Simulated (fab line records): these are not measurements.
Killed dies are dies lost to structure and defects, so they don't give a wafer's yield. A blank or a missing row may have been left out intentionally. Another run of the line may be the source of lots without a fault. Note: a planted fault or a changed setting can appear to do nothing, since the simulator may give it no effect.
fab line records | flow nand-harc
[record] lots = 7 | wafers = 21 | last-day = 33
route steps=1302 shown A_DECK1_JOINT@537 A_ONON_D2@545 END@1302
lots that met no fault: from a run of the same line without faults
start-h: start of the lot's first displayed wafer, in hours after the record's first day | wait-h: hours from the lot's prior step to this one | " identical to the entry in the row above | L1.1+2: a single row standing in for several wafers | - no value present, or no start provided | * or withheld: withheld | < > ~ a bound
route shown NAME@n: a module of which the file shows steps, and the number in the route of the first | usual: the fault-free wafers' mean and standard deviation | same: alike in all rows | chamber/n: place in a boat | sites: the reading at each site | _std_site: how widely they spread, as a standard deviation | _edge_site: the outer-site mean with the inner-site mean subtracted | radius-mm: how far each site lies from the wafer's centre | mask NAME#n: copy n | behind: the last tool/chamber to shape the wafer | hold: reason for holding the lot/hours on hold/outcome of the hold | device: the n, p or np transistor that did not switch | end of line: tests of these same wafers at the route's end | a step with no rows: only its recipe | killed: dies lost to structure and defects at the first sort, not the wafer's yield | map: per-die view of a wafer (x killed, . not killed, _ where there is no die)
set.NAME: the run value of the setting; set.NAME@STEP: its run value at that earlier step | model.NAME: the simulator's own value behind a step, which no gauge read
a table for each step, a row for each wafer; lots at some steps of the route
services: a tool's chamber out of use, with start hour (start-h, from the record's first day; less than 0 if before it), hours out, and reason
[[steps]]
[step NHARC_A_DECK1_JOINT_ANNEAL_28]
[recipe] temp-c = 500 | time-s = 1800 | idle-temp-c = 400 | ramp-up-c-per-min = 10 | densification-p-h2o-torr = 640
[step NHARC_A_DECK1_JOINT_ANNEAL_29]
[recipe] temp-c = 750 | time-s = 1800 | idle-temp-c = 500 | ramp-up-c-per-min = 10 | ramp-down-c-per-min = 3
[step NHARC_A_DECK1_JOINT_CMP_02]
[recipe] material = SiOx
[usual] motor-current-A = 12.3/1.2
lot.wafer | tool   | chamber | start-h | wait-h | motor-current-A
L107.4    | cmp-02 | 0       | 268.17  | 0.4    | 12.3
L107.3    | "      | 1       | "       | "      | 11.6
L107.6    | "      | 1       | "       | "      | 11.6
L118.2    | cmp-02 | 0       | 379.25  | 0.4    | 13.2
L118.4    | "      | 1       | "       | "      | 12.0
L118.5    | "      | 0       | "       | "      | 12.7
L120.3    | cmp-03 | 0       | 402.46  | 0.4    | 12.4
L120.4    | "      | 1       | "       | "      | 13.4
L120.5    | "      | 0       | "       | "      | 12.3
L122.3    | cmp-03 | 3       | 414.49  | 0.4    | 11.1
L122.1    | "      | 0       | "       | "      | 12.4
L122.6    | "      | 3       | "       | "      | 10.9
L121.1    | cmp-01 | 2       | 428.73  | 0.4    | 11.3
L121.4    | "      | 3       | "       | "      | 11.3
L121.2    | "      | 0       | "       | "      | 13.8
L123.4    | cmp-02 | 1       | 428.75  | 0.4    | 11.7
L123.5    | "      | 3       | "       | "      | 10.6
L123.6    | "      | 0       | "       | "      | 13.0
L130.2    | cmp-03 | 1       | 501.47  | 0.4    | 12.3
L130.6    | "      | 1       | "       | "      | 13.4
L130.5    | "      | 2       | "       | "      | 13.5
[step NHARC_A_DECK1_JOINT_SRD_15]
[step NHARC_A_DECK1_JOINT_DEP_16]
[recipe] target-thk-a = 450 | temp-c = 400 | pressure-torr = 6.5 | rf-w = 900 | teos-flow-sccm = 161.4 | flow-sccm = 2650 | target-thk-nm = 45 | gas = O2 | material = SiO2
[usual] heater-power-w = 555/78 | mfc-precursor-sccm = 161.4/0.47 | rf-fwd-power-W = 896/3.2 | susceptor-temp-C = 400.01/0.21 | throttle-valve-pct = 16.1/0.48
lot.wafer | tool     | chamber | start-h | wait-h | heater-power-w | mfc-precursor-sccm | rf-fwd-power-W | susceptor-temp-C | throttle-valve-pct
L107.3    | pecvd-02 | 0       | 268.56  | 0.1    | 604            | 161.0              | 893            | 400.37           | 16.4
L107.4    | "        | 0       | "       | "      | 615            | 161.2              | 897            | 400.02           | 16.4
L107.6    | "        | 2       | "       | "      | 537            | 161.5              | 896            | 399.85           | 15.9
L118.2    | pecvd-01 | 1       | 379.72  | 0.2    | 428            | 161.8              | 898            | 399.97           | 15.4
L118.5    | "        | 1       | "       | "      | 435            | 161.3              | 894            | 400.14           | 15.3
L118.4    | "        | 0       | "       | "      | 423            | 161.3              | 894            | 400.05           | 15.6
L120.3    | pecvd-04 | 0       | 402.85  | 0.1    | 642            | 161.3              | 896            | 400.03           | 15.9
L120.5    | "        | 0       | "       | "      | 629            | 161.3              | 895            | 399.67           | 15.7
L120.4    | "        | 1       | "       | "      | 604            | 161.9              | 898            | 400.08           | 16.8
L122.3    | pecvd-01 | 0       | 414.88  | 0.1    | 490            | 161.4              | 892            | 399.71           | 16.0
L122.1    | "        | 1       | "       | "      | 521            | 161.9              | 901            | 399.89           | 15.8
L122.6    | "        | 0       | "       | "      | 491            | 161.4              | 889            | 400.03           | 15.7
L123.4    | pecvd-01 | 2       | 429.18  | 0.2    | 503            | 161.5              | 894            | 399.99           | 16.1
L123.5    | "        | 0       | "       | "      | 470            | 161.4              | 893            | 399.97           | 15.9
L123.6    | "        | 1       | "       | "      | 480            | 160.7              | 899            | 400.18           | 15.4
L121.2    | pecvd-02 | 1       | 429.36  | 0.3    | 497            | 160.9              | 893            | 399.77           | 16.9
L121.1    | "        | 2       | "       | "      | 599            | 160.8              | 899            | 400.15           | 16.0
L121.4    | "        | 0       | "       | "      | 490            | 161.6              | 891            | 400.22           | 16.2
L130.2    | pecvd-04 | 2       | 501.89  | 0.1    | 639            | 161.2              | 895            | 400.40           | 15.9
L130.6    | "        | 1       | "       | "      | 706            | 161.1              | 899            | 400.04           | 16.7
L130.5    | "        | 0       | "       | "      | 626            | 161.0              | 900            | 400.12           | 15.5
[step NHARC_A_DECK1_JOINT_THK_MEAS_17]
[recipe] thk-meas-gauge = ellipsometry
[usual] thk-nm = 44.9/1.3
lot.wafer | tool          | chamber | start-h | wait-h | thk-nm
L107.3    | film-metro-01 | -       | 268.84  | 0.3    | 42.6
L107.4    | "             | -       | "       | "      | 43.6
L107.6    | "             | -       | "       | "      | 45.7
L118.2    | film-metro-01 | -       | 380.00  | 0.3    | 44.9
L118.4    | "             | -       | "       | "      | 46.8
L118.5    | "             | -       | "       | "      | 43.8
L120.3    | film-metro-01 | -       | 403.11  | 0.2    | 42.6
L120.4    | "             | -       | "       | "      | 44.2
L120.5    | "             | -       | "       | "      | 43.2
L122.1    | film-metro-01 | -       | 415.16  | 0.2    | 44.6
L122.3    | "             | -       | "       | "      | 44.8
L122.6    | "             | -       | "       | "      | 44.8
L123.4    | film-metro-01 | -       | 429.37  | 0.2    | 46.1
L123.5    | "             | -       | "       | "      | 47.9
L123.6    | "             | -       | "       | "      | 44.7
L121.1    | film-metro-02 | -       | 429.64  | 0.2    | 45.2
L121.2    | "             | -       | "       | "      | 45.1
L121.4    | "             | -       | "       | "      | 43.5
L130.2    | film-metro-02 | -       | 502.15  | 0.2    | 42.9
L130.5    | "             | -       | "       | "      | 46.6
L130.6    | "             | -       | "       | "      | 44.4
[step NHARC_A_DECK1_JOINT_INSPECT_05]
[usual] raw-defect-count = 322/110
lot.wafer | tool              | chamber | start-h | wait-h | raw-defect-count
L107.3    | defect-inspect-02 | -       | 268.87  | 0.0    | 198
L107.4    | "                 | -       | "       | "      | 224
L107.6    | "                 | -       | "       | "      | 174
L118.2    | defect-inspect-02 | -       | 380.03  | 0.0    | 443
L118.4    | "                 | -       | "       | "      | 286
L118.5    | "                 | -       | "       | "      | 302
L120.3    | defect-inspect-02 | -       | 403.14  | 0.0    | 541
L120.4    | "                 | -       | "       | "      | 365
L120.5    | "                 | -       | "       | "      | 332
L122.1    | defect-inspect-01 | -       | 415.19  | 0.0    | 401
L122.3    | "                 | -       | "       | "      | 438
L122.6    | "                 | -       | "       | "      | 437
L123.4    | defect-inspect-02 | -       | 429.41  | 0.0    | 187
L123.5    | "                 | -       | "       | "      | 190
L123.6    | "                 | -       | "       | "      | 254
L121.1    | defect-inspect-02 | -       | 429.67  | 0.0    | 464
L121.2    | "                 | -       | "       | "      | 486
L121.4    | "                 | -       | "       | "      | 496
L130.2    | defect-inspect-01 | -       | 502.18  | 0.0    | 394
L130.5    | "                 | -       | "       | "      | 412
L130.6    | "                 | -       | "       | "      | 399
[step NHARC_A_ONON_D2_DEP_00]
[recipe] target-thk-a = 10000 | n2-flow-sccm = 2750 | n2o-flow-sccm = 2000 | nh3-flow-sccm = 500 | sih4-flow-sccm = 210 | temp-c = 400
[step NHARC_A_ONON_D2_THK_MEAS_02]
[recipe] thk-meas-gauge = ellipsometry
[usual] thk-nm = 1001/13
lot.wafer | tool          | chamber | start-h | wait-h | thk-nm
L107.3    | film-metro-02 | -       | 269.45  | -      | 1014
L107.4    | "             | -       | "       | "      | 1016
L107.6    | "             | -       | "       | "      | 1014
L118.2    | film-metro-01 | -       | 380.61  | -      | 985
L118.4    | "             | -       | "       | "      | 986
L118.5    | "             | -       | "       | "      | 987
L120.3    | film-metro-02 | -       | 403.71  | -      | 1002
L120.4    | "             | -       | "       | "      | 1002
L120.5    | "             | -       | "       | "      | 1001
L122.1    | film-metro-01 | -       | 415.77  | -      | 998
L122.3    | "             | -       | "       | "      | 998
L122.6    | "             | -       | "       | "      | 997
L123.4    | film-metro-02 | -       | 429.99  | -      | 1011
L123.5    | "             | -       | "       | "      | 1012
L123.6    | "             | -       | "       | "      | 1010
L121.1    | film-metro-02 | -       | 430.34  | -      | 1007
L121.2    | "             | -       | "       | "      | 1002
L121.4    | "             | -       | "       | "      | 1004
L130.2    | film-metro-02 | -       | 502.76  | -      | 986
L130.5    | "             | -       | "       | "      | 984
L130.6    | "             | -       | "       | "      | 983
[step NHARC_A_ONON_D2_DEP_03]
[recipe] target-thk-a = 10000 | n2-flow-sccm = 2750 | n2o-flow-sccm = 2000 | nh3-flow-sccm = 500 | sih4-flow-sccm = 210 | temp-c = 400
[step NHARC_A_ONON_D2_THK_MEAS_05]
[recipe] thk-meas-gauge = ellipsometry
[usual] thk-nm = 1000/8
lot.wafer | tool          | chamber | start-h | wait-h | thk-nm
L107.3    | film-metro-02 | -       | 270.02  | -      | 1010
L107.4    | "             | -       | "       | "      | 1010
L107.6    | "             | -       | "       | "      | 1010
L118.2    | film-metro-01 | -       | 381.17  | -      | 1006
L118.4    | "             | -       | "       | "      | 1006
L118.5    | "             | -       | "       | "      | 1005
L120.3    | film-metro-01 | -       | 404.28  | -      | 999
L120.4    | "             | -       | "       | "      | 997
L120.5    | "             | -       | "       | "      | 998
L122.1    | film-metro-01 | -       | 416.33  | -      | 997
L122.3    | "             | -       | "       | "      | 997
L122.6    | "             | -       | "       | "      | 998
L123.4    | film-metro-01 | -       | 430.55  | -      | 996
L123.5    | "             | -       | "       | "      | 993
L123.6    | "             | -       | "       | "      | 995
L121.1    | film-metro-01 | -       | 430.90  | -      | 986
L121.2    | "             | -       | "       | "      | 985
L121.4    | "             | -       | "       | "      | 987
L130.2    | film-metro-02 | -       | 503.32  | -      | 993
L130.5    | "             | -       | "       | "      | 992
L130.6    | "             | -       | "       | "      | 995
[step NHARC_A_ONON_D2_DEP_06]
[recipe] target-thk-a = 10000 | n2-flow-sccm = 2750 | n2o-flow-sccm = 2000 | nh3-flow-sccm = 500 | sih4-flow-sccm = 210 | temp-c = 400
[usual] n2o-flow-sccm = 1999/5.6 | nh3-flow-sccm = 499.9/1.5 | susceptor-temp-C = 400.05/0.21
lot.wafer | tool          | chamber | start-h | wait-h | n2o-flow-sccm | nh3-flow-sccm | susceptor-temp-C
L107.3    | pecvd-onon-02 | 0       | 270.19  | 0.2    | 2006          | 500.1         | 399.77
L107.4    | "             | 0       | "       | "      | 2004          | 498.4         | 399.26
L107.6    | "             | 0       | "       | "      | 2001          | 501.0         | 399.70
L118.2    | pecvd-onon-04 | 0       | 381.29  | 0.1    | 1989          | 500.4         | 400.04
L118.4    | "             | 0       | "       | "      | 1988          | 499.1         | 399.88
L118.5    | "             | 0       | "       | "      | 1991          | 499.2         | 399.76
L120.3    | pecvd-onon-04 | 0       | 404.45  | 0.2    | 2000          | 499.7         | 400.04
L120.4    | "             | 0       | "       | "      | 1992          | 497.7         | 400.07
L120.5    | "             | 0       | "       | "      | 1998          | 498.8         | 400.11
L122.1    | pecvd-onon-04 | 0       | 416.39  | 0.1    | 1992          | 499.7         | 400.07
L122.3    | "             | 0       | "       | "      | 1996          | 498.7         | 400.21
L122.6    | "             | 0       | "       | "      | 1998          | 498.4         | 400.04
L123.4    | pecvd-onon-04 | 0       | 430.78  | 0.2    | 1992          | 499.7         | 400.00
L123.5    | "             | 0       | "       | "      | 2004          | 499.0         | 400.15
L123.6    | "             | 0       | "       | "      | 1999          | 503.6         | 399.98
L121.1    | pecvd-onon-02 | 0       | 430.96  | 0.1    | 2009          | 501.1         | 399.86
L121.2    | "             | 0       | "       | "      | 2003          | 499.8         | 399.77
L121.4    | "             | 0       | "       | "      | 1999          | 503.0         | 400.17
L130.2    | pecvd-onon-02 | 0       | 503.44  | 0.1    | 2009          | 498.1         | 399.99
L130.5    | "             | 0       | "       | "      | 1999          | 498.5         | 400.03
L130.6    | "             | 0       | "       | "      | 1998          | 496.2         | 400.02
[step NHARC_A_ONON_D2_THK_MEAS_08]
[recipe] thk-meas-gauge = ellipsometry
[usual] thk-nm = 1000/8.9
lot.wafer | tool          | chamber | start-h | wait-h | thk-nm
L107.3    | film-metro-02 | -       | 270.58  | -      | 989
L107.4    | "             | -       | "       | "      | 991
L107.6    | "             | -       | "       | "      | 990
L118.2    | film-metro-01 | -       | 381.74  | -      | 1015
L118.4    | "             | -       | "       | "      | 1015
L118.5    | "             | -       | "       | "      | 1015
L120.3    | film-metro-02 | -       | 404.86  | -      | 512
L120.4    | "             | -       | "       | "      | 1014
L120.5    | "             | -       | "       | "      | 1011
L122.1    | film-metro-01 | -       | 416.91  | -      | 1002
L122.3    | "             | -       | "       | "      | 503
L122.6    | "             | -       | "       | "      | 501
L123.4    | film-metro-02 | -       | 431.12  | -      | 991
L123.5    | "             | -       | "       | "      | 988
L123.6    | "             | -       | "       | "      | 489
L121.1    | film-metro-02 | -       | 431.46  | -      | 996
L121.2    | "             | -       | "       | "      | 997
L121.4    | "             | -       | "       | "      | 996
L130.2    | film-metro-02 | -       | 503.89  | -      | 998
L130.5    | "             | -       | "       | "      | 998
L130.6    | "             | -       | "       | "      | 999
[step NHARC_A_ONON_D2_DEP_09]
[recipe] target-thk-a = 10000 | n2-flow-sccm = 2750 | n2o-flow-sccm = 2000 | nh3-flow-sccm = 500 | sih4-flow-sccm = 210 | temp-c = 400
[step NHARC_END_SORT_01]
[recipe] temp-c = 25
[usual] killed-at-array = 55/17 | killed-at-other = 0.9/1.2 | killed-at-periphery = 3.7/2.5 | killed-dies = 59/18 | killed-open = 3.4/1.9 | killed-short = 2.6/1.6
[same] gross-dies = 677
lot.wafer | tool      | chamber | start-h | wait-h | killed-at-array | killed-at-other | killed-at-periphery | killed-dies | killed-open | killed-short
L120.3    | prober-01 | 0       | 692.13  | 3.1    | 670             | 4               | 3                   | 677         | 4           | 2
L122.3    | prober-02 | 0       | 706.57  | 3.1    | 668             | 2               | 7                   | 677         | 3           | 1
L122.6    | prober-02 | 0       | 709.00  | 4.1    | 664             | 1               | 12                  | 677         | 3           | 1
L123.4    | prober-01 | 0       | 741.56  | 3.4    | 46              | 2               | 5                   | 53          | 3           | 5
L123.5    | prober-01 | 0       | 742.35  | 3.7    | 51              | 3               | 8                   | 62          | 2           | 4
L123.6    | prober-01 | 0       | 743.15  | 4.0    | 672             | 1               | 4                   | 677         | 2           | 3
// killed by level:class
L120.3 A_ONON_D2:area-dep=615 A_CHANNEL_HOLE_D1:chamber-film-flake=28 A_CHANNEL_HOLE_D2:chamber-film-flake=16 A_DECK1_JOINT:chamber-film-flake=3 A_ZERO_WELL:chamber-film-flake=2 THIN_TSV:chamber-film-flake=2 P_STI:geometric-particle:open=1 P_CONTACT:geometric-particle:short=1
L122.3 A_ONON_D2:area-dep=605 A_SLIT:chamber-film-flake=20 A_CHANNEL_HOLE_D2:chamber-film-flake=16 A_CHANNEL_HOLE_D1:chamber-film-flake=9 A_STAIRCASE:chamber-film-flake=6 A_CONTACT:chamber-film-flake=6 P_GATE:chamber-film-flake=4 P_ZERO_WELL:chamber-film-flake=2
L122.6 A_ONON_D2:area-dep=616 A_SLIT:chamber-film-flake=23 A_CHANNEL_HOLE_D2:chamber-film-flake=10 P_GATE:chamber-film-flake=8 A_CONTACT:chamber-film-flake=4 A_STAIRCASE:chamber-film-flake=3 P_BONDPAD:chamber-film-flake=2 A_CHANNEL_HOLE_D1:chamber-film-flake=2
L123.4 A_SLIT:chamber-film-flake=18 A_CHANNEL_HOLE_D1:chamber-film-flake=5 P_GATE:chamber-film-flake=4 A_CHANNEL_HOLE_D2:chamber-film-flake=4 A_STAIRCASE:chamber-film-flake=4 A_CONTACT:chamber-film-flake=4 A_ONON_D1:geometric-particle:short=2 THIN_TSV:chamber-film-flake=2
L123.5 A_SLIT:chamber-film-flake=28 A_CHANNEL_HOLE_D1:chamber-film-flake=11 P_GATE:chamber-film-flake=4 A_CHANNEL_HOLE_D2:chamber-film-flake=3 THIN_TSV:chamber-film-flake=3 A_CHANNEL_HOLE_D2:geometric-particle:short=2 P_M1:chamber-film-flake=2 A_CONTACT:chamber-film-flake=2
L123.6 A_ONON_D2:area-dep=614 A_SLIT:chamber-film-flake=39 A_CHANNEL_HOLE_D2:chamber-film-flake=5 A_CHANNEL_HOLE_D1:chamber-film-flake=4 A_WL_FILL:chamber-film-flake=4 P_GATE:chamber-film-flake=2 P_M0:geometric-particle:open=1 A_CHANNEL_HOLE_D1:geometric-particle:short=1
// map L120.3 (x killed, . not)
____________x____________
_________xxxxxxx_________
_______xxxxxxxxxxx_______
______xxxxxxxxxxxxx______
_____xxxxxxxxxxxxxxx_____
____xxxxxxxxxxxxxxxxx____
____xxxxxxxxxxxxxxxxx____
___xxxxxxxxxxxxxxxxxxx___
___xxxxxxxxxxxxxxxxxxx___
__xxxxxxxxxxxxxxxxxxxxx__
__xxxxxxxxxxxxxxxxxxxxx__
_xxxxxxxxxxxxxxxxxxxxxxx_
_xxxxxxxxxxxxxxxxxxxxxxx_
_xxxxxxxxxxxxxxxxxxxxxxx_
_xxxxxxxxxxxxxxxxxxxxxxx_
_xxxxxxxxxxxxxxxxxxxxxxx_
xxxxxxxxxxxxxxxxxxxxxxxxx
xxxxxxxxxxxxxxxxxxxxxxxxx
xxxxxxxxxxxxxxxxxxxxxxxxx
xxxxxxxxxxxxxxxxxxxxxxxxx
xxxxxxxxxxxxxxxxxxxxxxxxx
_xxxxxxxxxxxxxxxxxxxxxxx_
_xxxxxxxxxxxxxxxxxxxxxxx_
_xxxxxxxxxxxxxxxxxxxxxxx_
_xxxxxxxxxxxxxxxxxxxxxxx_
_xxxxxxxxxxxxxxxxxxxxxxx_
__xxxxxxxxxxxxxxxxxxxxx__
__xxxxxxxxxxxxxxxxxxxxx__
___xxxxxxxxxxxxxxxxxxx___
___xxxxxxxxxxxxxxxxxxx___
____xxxxxxxxxxxxxxxxx____
____xxxxxxxxxxxxxxxxx____
_____xxxxxxxxxxxxxxx_____
______xxxxxxxxxxxxx______
_______xxxxxxxxxxx_______
_________xxxxxxx_________
____________x____________
// map L122.3 (x killed, . not)
____________x____________
_________xxxxxxx_________
_______xxxxxxxxxxx_______
______xxxxxxxxxxxxx______
_____xxxxxxxxxxxxxxx_____
____xxxxxxxxxxxxxxxxx____
____xxxxxxxxxxxxxxxxx____
___xxxxxxxxxxxxxxxxxxx___
___xxxxxxxxxxxxxxxxxxx___
__xxxxxxxxxxxxxxxxxxxxx__
__xxxxxxxxxxxxxxxxxxxxx__
_xxxxxxxxxxxxxxxxxxxxxxx_
_xxxxxxxxxxxxxxxxxxxxxxx_
_xxxxxxxxxxxxxxxxxxxxxxx_
_xxxxxxxxxxxxxxxxxxxxxxx_
_xxxxxxxxxxxxxxxxxxxxxxx_
xxxxxxxxxxxxxxxxxxxxxxxxx
xxxxxxxxxxxxxxxxxxxxxxxxx
xxxxxxxxxxxxxxxxxxxxxxxxx
xxxxxxxxxxxxxxxxxxxxxxxxx
xxxxxxxxxxxxxxxxxxxxxxxxx
_xxxxxxxxxxxxxxxxxxxxxxx_
_xxxxxxxxxxxxxxxxxxxxxxx_
_xxxxxxxxxxxxxxxxxxxxxxx_
_xxxxxxxxxxxxxxxxxxxxxxx_
_xxxxxxxxxxxxxxxxxxxxxxx_
__xxxxxxxxxxxxxxxxxxxxx__
__xxxxxxxxxxxxxxxxxxxxx__
___xxxxxxxxxxxxxxxxxxx___
___xxxxxxxxxxxxxxxxxxx___
____xxxxxxxxxxxxxxxxx____
____xxxxxxxxxxxxxxxxx____
_____xxxxxxxxxxxxxxx_____
______xxxxxxxxxxxxx______
_______xxxxxxxxxxx_______
_________xxxxxxx_________
____________x____________
[[services]]
tool          | chamber | start-h | hours | kind
cmp-03        | -       | 260.37  | 4.0   | pm
pecvd-04      | -       | 269.52  | 13.0  | pm
pecvd-02      | -       | 280.02  | 1.1   | repair
cmp-02        | -       | 295.39  | 2.9   | repair
pecvd-02      | 2       | 298.20  | 31.8  | repair
pecvd-01      | -       | 311.07  | 13.0  | pm
pecvd-onon-04 | -       | 311.41  | 13.0  | pm
pecvd-02      | 1       | 316.83  | 7.1   | repair
cmp-02        | -       | 332.39  | 4.0   | pm
cmp-03        | -       | 358.37  | 4.0   | pm
cmp-03        | -       | 365.79  | 1.7   | repair
pecvd-onon-02 | -       | 366.55  | 13.0  | pm
cmp-03        | -       | 379.69  | 4.3   | repair
cmp-02        | -       | 380.33  | 1.7   | repair
pecvd-02      | -       | 408.01  | 13.0  | pm
cmp-02        | -       | 430.39  | 4.0   | pm
pecvd-04      | -       | 450.52  | 13.0  | pm
cmp-03        | -       | 456.37  | 4.0   | pm
pecvd-02      | 0       | 461.64  | 21.0  | repair
pecvd-onon-02 | -       | 485.29  | 5.3   | repair
pecvd-02      | -       | 488.13  | 0.5   | repair
pecvd-02      | 0       | 491.80  | 23.2  | repair
pecvd-01      | -       | 492.07  | 13.0  | pm
pecvd-onon-04 | -       | 492.41  | 13.0  | pm
[[key]]
[first-sign] step = NHARC_A_ONON_D2_THK_MEAS_08 | reading = thk-nm | direction = down | sigmas = 56 | usual = 1000 | struck = 501
[effect] step = NHARC_END_SORT_01 | reading = killed-at-array | direction = up | sigmas = 36 | usual = 55 | struck = 668
[more-kills-born-at] NHARC_A_ONON_D2_DEP_06@pecvd-onon-04 = 2450
met-at NHARC_A_ONON_D2_DEP_06
struck-wafers L120.3,L122.3,L122.6,L123.6
later-rows-left-out L120.3,L122.3,L122.6,L123.6
tester-left-out L120,L122,L123
onset-between 381.29 404.45
[fault] kind = process-parameter-drift | tool = pecvd-onon-04 | chamber = - | onset-h = 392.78 | steps = NHARC_A_ONON_D2_DEP_06 | channel = target-thk-a | offset = * | shape = step | end-h = 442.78 | scope = struck-wafers-only | acts-in = * | stated = *
// tester-left-out: of these lots the tester's yield and bins aren't shown, on N5 and GAA mostly nor the transistor test; their killed dies are dies lost to structure and defects alone, not to doping, threshold or leakage, so they don't give the yield
// later-rows-left-out: the simulator's readings of these wafers behind a module that went badly wrong aren't trusted and aren't shown, but for the sort
